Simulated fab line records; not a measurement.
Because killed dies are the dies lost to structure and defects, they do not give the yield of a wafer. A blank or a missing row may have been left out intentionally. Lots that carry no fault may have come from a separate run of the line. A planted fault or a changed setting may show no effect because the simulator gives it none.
fab line records	flow nandHarc
[record] lots = 24	wafers = 72	lastDay = 25
route steps=1159 shown A_CONTACT@865
lots that met no fault: taken from a fault-free run of the same line
startH: hours from the record's first day to the start of the lot's first wafer shown	waitH: how many hours have passed since the lot's step before this one	" the same as in the row above	L1.1+2: several wafers, shown together as one row	- no value, or no start given	* or withheld: withheld	< > ~ a bound
route shown NAME@n: NAME is a module with steps in the file, n the number in the route of the first one	usual: the fault-free wafers' mean and standard deviation	same: alike in all rows	chamber/n: place in a boat	sites: each site's reading	_std_site: standard deviation across them	_edge_site: mean of outer sites minus mean of inner sites	radiusMm: how far each site lies from the wafer's centre	mask NAME#n: copy n	behind: the most recent tool/chamber to have shaped the wafer	hold: the reason the lot was held/the length of the hold in hours/how it ended	device: the transistor (n, p or np) that didn't switch	end of line: at the end of the route, the tests of the same wafers	where a step has no rows: the recipe by itself	killed: at the first sort, the dies lost to defects and structure; wafer yield is something else	map: a wafer's dies, x killed, . not, _ none there
set.NAME: the setting the step ran with; set.NAME@STEP: the setting that earlier step ran with	model.NAME: the simulator's own value behind a step, which no gauge read
a sample of lots followed through the steps of the route, with each step as a table and each wafer as a row
services: the hour from which a tool's chamber was out of use, counted from the record's first day as startH (under 0 if before that day), plus the number of hours and why
[[steps]]
[step NHARC_A_CONTACT_ETCH_114]
[recipe] sourceW = withheld	pressureMtorr = 20	biasV = 3000	timeS = 94	targetDepthA = 9220	arFlowSccm = withheld	c4f8FlowSccm = withheld	o2FlowSccm = withheld	chemistry = C4F8/O2/Ar
lot.wafer	tool	chamber	startH	waitH	rfHoursCounterH
L074.4	harCapEtch-03	1	377.30	0.1	-
L074.6	"	1	"	"	-
L074.5	"	0	"	"	-
L078.2	harCapEtch-01	0	379.31	0.1	57
L078.5	"	1	"	"	-
L078.6	"	0	"	"	-
L075.3	harCapEtch-02	0	383.48	0.1	-
L075.5	"	1	"	"	-
L075.6	"	0	"	"	-
L076.1	harCapEtch-01	0	390.07	0.1	60
L076.4	"	1	"	"	-
L076.6	"	0	"	"	-
L077.1	harCapEtch-01	1	398.34	0.1	62
L077.3	"	0	"	"	-
L077.5	"	1	"	"	-
L079.1	harCapEtch-03	1	403.74	0.1	86
L079.2	"	0	"	"	86
L079.6	"	0	"	"	-
L081.3	harCapEtch-02	1	409.23	0.1	-
L081.4	"	0	"	"	-
L081.6	"	0	"	"	-
L080.2	harCapEtch-02	1	416.11	0.1	17
L080.1	"	0	"	"	17
L080.3	"	1	"	"	-
L082.1	harCapEtch-03	0	423.87	0.1	89
L082.4	"	0	"	"	-
L082.5	"	1	"	"	-
L084.1	harCapEtch-03	1	429.76	0.1	90
L084.4	"	0	"	"	-
L084.5	"	1	"	"	-
L083.2	harCapEtch-02	1	430.12	0.1	19
L083.4	"	0	"	"	-
L083.5	"	1	"	"	-
L088.4	harCapEtch-03	0	459.07	0.1	-
L088.6	"	1	"	"	-
L088.5	"	0	"	"	-
L086.1	harCapEtch-02	0	459.88	0.1	23
L086.2	"	1	"	"	23
L086.3	"	1	"	"	-
L087.4	harCapEtch-01	1	463.79	0.1	-
L087.5	"	0	"	"	-
L087.6	"	1	"	"	-
L085.4	harCapEtch-01	1	472.40	0.1	-
L085.5	"	0	"	"	-
L085.6	"	1	"	"	-
L090.2	harCapEtch-02	0	474.19	0.1	25
L090.4	"	1	"	"	-
L090.5	"	0	"	"	-
L093.1	harCapEtch-01	0	476.04	0.1	73
L093.2	"	1	"	"	73
L093.3	"	1	"	"	-
L091.2	harCapEtch-02	0	484.65	0.1	27
L091.4	"	1	"	"	-
L091.6	"	0	"	"	-
L095.2	harCapEtch-03	1	486.67	0.1	99
L095.4	"	0	"	"	-
L095.6	"	1	"	"	-
L092.2	harCapEtch-03	0	492.58	0.1	101
L092.3	"	1	"	"	-
L092.6	"	1	"	"	-
L089.1	harCapEtch-01	0	492.76	0.1	77
L089.3	"	1	"	"	-
L089.6	"	1	"	"	-
L094.1	harCapEtch-02	1	497.87	0.1	30
L094.4	"	0	"	"	-
L094.6	"	0	"	"	-
L097.2	harCapEtch-01	1	503.20	0.1	79
L097.1	"	0	"	"	79
L097.6	"	1	"	"	-
L096.2	harCapEtch-03	1	506.95	0.1	105
L096.3	"	1	"	"	-
L096.5	"	0	"	"	-
[step NHARC_A_CONTACT_ETCH_116]
[recipe] sourceW = withheld	pressureMtorr = 20	biasV = 3000	timeS = 94	targetDepthA = 9220	arFlowSccm = withheld	c4f8FlowSccm = withheld	o2FlowSccm = withheld	chemistry = C4F8/O2/Ar
lot.wafer	tool	chamber	startH	waitH	rfHoursCounterH
L074.4	harCapEtch-03	1	377.48	0.1	-
L074.6	"	1	"	"	-
L074.5	"	0	"	"	-
L078.2	harCapEtch-01	0	379.49	0.1	57
L078.5	"	1	"	"	-
L078.6	"	0	"	"	-
L075.3	harCapEtch-02	0	383.66	0.1	-
L075.5	"	1	"	"	-
L075.6	"	0	"	"	-
L076.1	harCapEtch-01	0	390.25	0.1	60
L076.4	"	1	"	"	-
L076.6	"	0	"	"	-
L077.1	harCapEtch-01	1	398.52	0.1	62
L077.3	"	0	"	"	-
L077.5	"	1	"	"	-
L079.1	harCapEtch-03	1	403.92	0.1	86
L079.2	"	0	"	"	86
L079.6	"	0	"	"	-
L081.3	harCapEtch-02	1	409.41	0.1	-
L081.4	"	0	"	"	-
L081.6	"	0	"	"	-
L080.2	harCapEtch-02	1	416.30	0.1	17
L080.1	"	0	"	"	17
L080.3	"	1	"	"	-
L082.1	harCapEtch-03	0	424.05	0.1	89
L082.4	"	0	"	"	-
L082.5	"	1	"	"	-
L084.1	harCapEtch-03	1	429.94	0.1	90
L084.4	"	0	"	"	-
L084.5	"	1	"	"	-
L083.2	harCapEtch-02	1	430.30	0.1	20
L083.4	"	0	"	"	-
L083.5	"	1	"	"	-
L088.4	harCapEtch-03	0	459.25	0.1	-
L088.6	"	1	"	"	-
L088.5	"	0	"	"	-
L086.1	harCapEtch-02	0	460.06	0.1	23
L086.2	"	1	"	"	23
L086.3	"	1	"	"	-
L087.4	harCapEtch-01	1	463.97	0.1	-
L087.5	"	0	"	"	-
L087.6	"	1	"	"	-
L085.4	harCapEtch-01	1	472.58	0.1	-
L085.5	"	0	"	"	-
L085.6	"	1	"	"	-
L090.2	harCapEtch-02	0	474.37	0.1	25
L090.4	"	1	"	"	-
L090.5	"	0	"	"	-
L093.1	harCapEtch-01	0	476.23	0.1	73
L093.2	"	1	"	"	73
L093.3	"	1	"	"	-
L091.2	harCapEtch-02	0	484.83	0.1	27
L091.4	"	1	"	"	-
L091.6	"	0	"	"	-
L095.2	harCapEtch-03	1	486.85	0.1	100
L095.4	"	0	"	"	-
L095.6	"	1	"	"	-
L092.2	harCapEtch-03	0	492.76	0.1	101
L092.3	"	1	"	"	-
L092.6	"	1	"	"	-
L089.1	harCapEtch-01	0	492.94	0.1	77
L089.3	"	1	"	"	-
L089.6	"	1	"	"	-
L094.1	harCapEtch-02	1	498.05	0.1	30
L094.4	"	0	"	"	-
L094.6	"	0	"	"	-
L097.2	harCapEtch-01	1	503.38	0.1	79
L097.1	"	0	"	"	79
L097.6	"	1	"	"	-
L096.2	harCapEtch-03	1	507.13	0.1	105
L096.3	"	1	"	"	-
L096.5	"	0	"	"	-
[step NHARC_A_CONTACT_ETCH_121]
[recipe] sourceW = withheld	pressureMtorr = 20	biasV = 3000	timeS = 94	targetDepthA = 9220	arFlowSccm = withheld	c4f8FlowSccm = withheld	o2FlowSccm = withheld	chemistry = C4F8/O2/Ar
lot.wafer	tool	chamber	startH	waitH	rfHoursCounterH
L074.4	harCapEtch-03	1	377.93	0.1	-
L074.6	"	1	"	"	-
L074.5	"	0	"	"	-
L078.2	harCapEtch-01	0	379.94	0.1	57
L078.5	"	1	"	"	-
L078.6	"	0	"	"	-
L075.3	harCapEtch-02	0	384.11	0.1	-
L075.5	"	1	"	"	-
L075.6	"	0	"	"	-
L076.1	harCapEtch-01	0	390.70	0.1	60
L076.4	"	1	"	"	-
L076.6	"	0	"	"	-
L077.1	harCapEtch-01	1	398.97	0.1	62
L077.3	"	0	"	"	-
L077.5	"	1	"	"	-
L079.1	harCapEtch-03	1	404.38	0.1	86
L079.2	"	0	"	"	86
L079.6	"	0	"	"	-
L081.3	harCapEtch-02	1	409.87	0.1	-
L081.4	"	0	"	"	-
L081.6	"	0	"	"	-
L080.2	harCapEtch-02	1	416.75	0.1	17
L080.1	"	0	"	"	17
L080.3	"	1	"	"	-
L082.1	harCapEtch-03	0	424.50	0.1	90
L082.4	"	0	"	"	-
L082.5	"	1	"	"	-
L084.1	harCapEtch-03	1	430.40	0.1	91
L084.4	"	0	"	"	-
L084.5	"	1	"	"	-
L083.2	harCapEtch-02	1	430.76	0.1	20
L083.4	"	0	"	"	-
L083.5	"	1	"	"	-
L088.4	harCapEtch-03	0	459.71	0.1	-
L088.6	"	1	"	"	-
L088.5	"	0	"	"	-
L086.1	harCapEtch-02	0	460.52	0.1	23
L086.2	"	1	"	"	23
L086.3	"	1	"	"	-
L087.4	harCapEtch-01	1	464.42	0.1	-
L087.5	"	0	"	"	-
L087.6	"	1	"	"	-
L085.4	harCapEtch-01	1	473.03	0.1	-
L085.5	"	0	"	"	-
L085.6	"	1	"	"	-
L090.2	harCapEtch-02	0	474.83	0.1	26
L090.4	"	1	"	"	-
L090.5	"	0	"	"	-
L093.1	harCapEtch-01	0	476.68	0.1	73
L093.2	"	1	"	"	73
L093.3	"	1	"	"	-
L091.2	harCapEtch-02	0	485.29	0.1	28
L091.4	"	1	"	"	-
L091.6	"	0	"	"	-
L095.2	harCapEtch-03	1	487.31	0.1	100
L095.4	"	0	"	"	-
L095.6	"	1	"	"	-
L092.2	harCapEtch-03	0	493.22	0.1	101
L092.3	"	1	"	"	-
L092.6	"	1	"	"	-
L089.1	harCapEtch-01	0	493.40	0.1	77
L089.3	"	1	"	"	-
L089.6	"	1	"	"	-
L094.1	harCapEtch-02	1	498.51	0.1	30
L094.4	"	0	"	"	-
L094.6	"	0	"	"	-
L097.2	harCapEtch-01	1	503.84	0.1	80
L097.1	"	0	"	"	80
L097.6	"	1	"	"	-
L096.2	harCapEtch-03	1	507.59	0.1	105
L096.3	"	1	"	"	-
L096.5	"	0	"	"	-
[step NHARC_A_CONTACT_ETCH_122]
[recipe] sourceW = withheld	pressureMtorr = 20	biasV = 3000	timeS = 95	targetDepthA = 9300	arFlowSccm = withheld	c4f8FlowSccm = withheld	o2FlowSccm = withheld	chemistry = C4F8/O2/Ar
lot.wafer	tool	chamber	startH	waitH	rfHoursCounterH
L074.4	harCapEtch-03	1	378.02	0.1	-
L074.6	"	1	"	"	-
L074.5	"	0	"	"	-
L078.2	harCapEtch-01	0	380.03	0.1	57
L078.5	"	1	"	"	-
L078.6	"	0	"	"	-
L075.3	harCapEtch-02	0	384.20	0.1	-
L075.5	"	1	"	"	-
L075.6	"	0	"	"	-
L076.1	harCapEtch-01	0	390.80	0.1	60
L076.4	"	1	"	"	-
L076.6	"	0	"	"	-
L077.1	harCapEtch-01	1	399.07	0.1	62
L077.3	"	0	"	"	-
L077.5	"	1	"	"	-
L079.1	harCapEtch-03	1	404.47	0.1	86
L079.2	"	0	"	"	86
L079.6	"	0	"	"	-
L081.3	harCapEtch-02	1	409.96	0.1	-
L081.4	"	0	"	"	-
L081.6	"	0	"	"	-
L080.2	harCapEtch-02	1	416.84	0.1	17
L080.1	"	0	"	"	17
L080.3	"	1	"	"	-
L082.1	harCapEtch-03	0	424.59	0.1	90
L082.4	"	0	"	"	-
L082.5	"	1	"	"	-
L084.1	harCapEtch-03	1	430.49	0.1	91
L084.4	"	0	"	"	-
L084.5	"	1	"	"	-
L083.2	harCapEtch-02	1	430.85	0.1	20
L083.4	"	0	"	"	-
L083.5	"	1	"	"	-
L088.4	harCapEtch-03	0	459.80	0.1	-
L088.6	"	1	"	"	-
L088.5	"	0	"	"	-
L086.1	harCapEtch-02	0	460.61	0.1	23
L086.2	"	1	"	"	23
L086.3	"	1	"	"	-
L087.4	harCapEtch-01	1	464.52	0.1	-
L087.5	"	0	"	"	-
L087.6	"	1	"	"	-
L085.4	harCapEtch-01	1	473.13	0.1	-
L085.5	"	0	"	"	-
L085.6	"	1	"	"	-
L090.2	harCapEtch-02	0	474.92	0.1	26
L090.4	"	1	"	"	-
L090.5	"	0	"	"	-
L093.1	harCapEtch-01	0	476.78	0.1	73
L093.2	"	1	"	"	73
L093.3	"	1	"	"	-
L091.2	harCapEtch-02	0	485.38	0.1	28
L091.4	"	1	"	"	-
L091.6	"	0	"	"	-
L095.2	harCapEtch-03	1	487.40	0.1	100
L095.4	"	0	"	"	-
L095.6	"	1	"	"	-
L092.2	harCapEtch-03	0	493.31	0.1	101
L092.3	"	1	"	"	-
L092.6	"	1	"	"	-
L089.1	harCapEtch-01	0	493.49	0.1	77
L089.3	"	1	"	"	-
L089.6	"	1	"	"	-
L094.1	harCapEtch-02	1	498.60	0.1	30
L094.4	"	0	"	"	-
L094.6	"	0	"	"	-
L097.2	harCapEtch-01	1	503.93	0.1	80
L097.1	"	0	"	"	80
L097.6	"	1	"	"	-
L096.2	harCapEtch-03	1	507.68	0.1	105
L096.3	"	1	"	"	-
L096.5	"	0	"	"	-
[step NHARC_A_CONTACT_INSPECT_71]
[usual] rawDefectCount = 27/14
lot.wafer	tool	chamber	startH	waitH	rawDefectCount
L074.4	defectInspect-01	-	384.62	0.0	25
L074.5	"	-	"	"	23
L074.6	"	-	"	"	17
L078.2	defectInspect-01	-	385.34	0.0	29
L078.5	"	-	"	"	40
L078.6	"	-	"	"	35
L075.3	defectInspect-02	-	388.59	0.0	15
L075.5	"	-	"	"	9
L075.6	"	-	"	"	4
L076.1	defectInspect-02	-	395.23	0.0	19
L076.4	"	-	"	"	17
L076.6	"	-	"	"	23
L077.1	defectInspect-01	-	403.69	0.0	8
L077.3	"	-	"	"	10
L077.5	"	-	"	"	9
L079.1	defectInspect-01	-	408.80	0.0	38
L079.2	"	-	"	"	37
L079.6	"	-	"	"	26
L081.3	defectInspect-02	-	416.62	0.0	16
L081.4	"	-	"	"	12
L081.6	"	-	"	"	12
L080.1	defectInspect-02	-	422.23	0.0	25
L080.2	"	-	"	"	27
L080.3	"	-	"	"	25
L082.1	defectInspect-02	-	433.32	0.0	14
L082.4	"	-	"	"	20
L082.5	"	-	"	"	15
L084.1	defectInspect-02	-	435.79	0.0	14
L084.4	"	-	"	"	15
L084.5	"	-	"	"	18
L083.2	defectInspect-02	-	436.29	0.0	40
L083.4	"	-	"	"	35
L083.5	"	-	"	"	37
L088.4	defectInspect-02	-	464.28	0.0	28
L088.5	"	-	"	"	33
L088.6	"	-	"	"	33
L086.1	defectInspect-02	-	464.96	0.0	9
L086.2	"	-	"	"	14
L086.3	"	-	"	"	13
L087.4	defectInspect-02	-	470.58	0.0	37
L087.5	"	-	"	"	40
L087.6	"	-	"	"	36
L085.4	defectInspect-02	-	478.64	0.0	26
L085.5	"	-	"	"	27
L085.6	"	-	"	"	27
L090.2	defectInspect-02	-	481.84	0.0	53
L090.4	"	-	"	"	52
L090.5	"	-	"	"	51
L093.1	defectInspect-02	-	485.45	0.0	24
L093.2	"	-	"	"	16
L093.3	"	-	"	"	14
L091.2	defectInspect-02	-	494.55	0.0	8
L091.4	"	-	"	"	12
L091.6	"	-	"	"	9
L095.2	defectInspect-01	-	496.01	0.0	41
L095.4	"	-	"	"	30
L095.6	"	-	"	"	25
L092.2	defectInspect-02	-	501.81	0.0	48
L092.3	"	-	"	"	56
L092.6	"	-	"	"	48
L089.1	defectInspect-02	-	503.19	0.0	25
L089.3	"	-	"	"	35
L089.6	"	-	"	"	30
L094.1	defectInspect-01	-	506.82	0.0	58
L094.4	"	-	"	"	49
L094.6	"	-	"	"	53
L097.1	defectInspect-02	-	511.39	0.0	20
L097.2	"	-	"	"	16
L097.6	"	-	"	"	20
L096.2	defectInspect-01	-	513.11	0.0	42
L096.3	"	-	"	"	49
L096.5	"	-	"	"	31
[step NHARC_A_CONTACT_ETCH_131]
[recipe] sourceW = withheld	pressureMtorr = 20	biasV = 1200	timeS = 155	targetDepthA = 9560	arFlowSccm = withheld	c4f8FlowSccm = withheld	o2FlowSccm = withheld	chemistry = C4F8/O2/Ar
lot.wafer	tool	chamber	startH	waitH	rfHoursCounterH
L074.4	harCapEtch-03	0	386.93	0.1	-
L074.5	"	1	"	"	-
L074.6	"	0	"	"	-
L078.2	harCapEtch-01	0	387.63	0.1	59
L078.5	"	0	"	"	-
L078.6	"	1	"	"	-
L075.3	harCapEtch-02	1	391.07	0.1	-
L075.6	"	0	"	"	-
L075.5	"	1	"	"	-
L076.1	harCapEtch-03	1	397.84	0.1	85
L076.4	"	0	"	"	-
L076.6	"	0	"	"	-
L077.1	harCapEtch-01	1	405.95	0.1	64
L077.3	"	1	"	"	-
L077.5	"	0	"	"	-
L079.2	harCapEtch-03	0	411.03	0.1	88
L079.1	"	1	"	"	88
L079.6	"	0	"	"	-
L081.4	harCapEtch-01	0	419.10	0.1	-
L081.3	"	1	"	"	-
L081.6	"	1	"	"	-
L080.2	harCapEtch-02	0	424.47	0.1	19
L080.1	"	1	"	"	19
L080.3	"	0	"	"	-
L082.1	harCapEtch-03	1	435.57	0.1	92
L082.4	"	0	"	"	-
L082.5	"	0	"	"	-
L084.1	harCapEtch-02	1	438.05	0.1	21
L084.4	"	0	"	"	-
L084.5	"	1	"	"	-
L083.2	harCapEtch-01	0	438.81	0.1	68
L083.4	"	1	"	"	-
L083.5	"	0	"	"	-
L088.4	harCapEtch-03	1	466.56	0.1	-
L088.5	"	1	"	"	-
L088.6	"	0	"	"	-
L086.1	harCapEtch-02	0	467.25	0.1	24
L086.2	"	1	"	"	24
L086.3	"	0	"	"	-
L087.4	harCapEtch-03	0	473.41	0.1	-
L087.6	"	0	"	"	-
L087.5	"	1	"	"	-
L085.4	harCapEtch-03	0	480.92	0.1	-
L085.6	"	0	"	"	-
L085.5	"	1	"	"	-
L090.2	harCapEtch-01	1	484.21	0.1	75
L090.4	"	0	"	"	-
L090.5	"	0	"	"	-
L093.2	harCapEtch-01	0	487.75	0.1	76
L093.1	"	1	"	"	76
L093.3	"	1	"	"	-
L091.2	harCapEtch-03	1	496.91	0.1	102
L091.4	"	1	"	"	-
L091.6	"	1	"	"	-
L095.2	harCapEtch-01	1	498.27	0.1	79
L095.4	"	1	"	"	-
L095.6	"	1	"	"	-
L092.2	harCapEtch-02	1	504.05	0.1	32
L092.3	"	1	"	"	-
L092.6	"	0	"	"	-
L089.1	harCapEtch-01	1	505.42	0.1	81
L089.3	"	0	"	"	-
L089.6	"	0	"	"	-
L094.1	harCapEtch-01	1	509.06	0.1	82
L094.4	"	0	"	"	-
L094.6	"	1	"	"	-
L097.2	harCapEtch-01	0	513.64	0.1	84
L097.1	"	1	"	"	84
L097.6	"	1	"	"	-
L096.2	harCapEtch-03	0	515.45	0.1	107
L096.3	"	1	"	"	-
L096.5	"	0	"	"	-
[[services]]
tool	chamber	startH	hours	kind
harCapEtch-02	-	354.05	0.3	repair
harCapEtch-01	-	427.59	2.5	repair
[[key]]
fault none
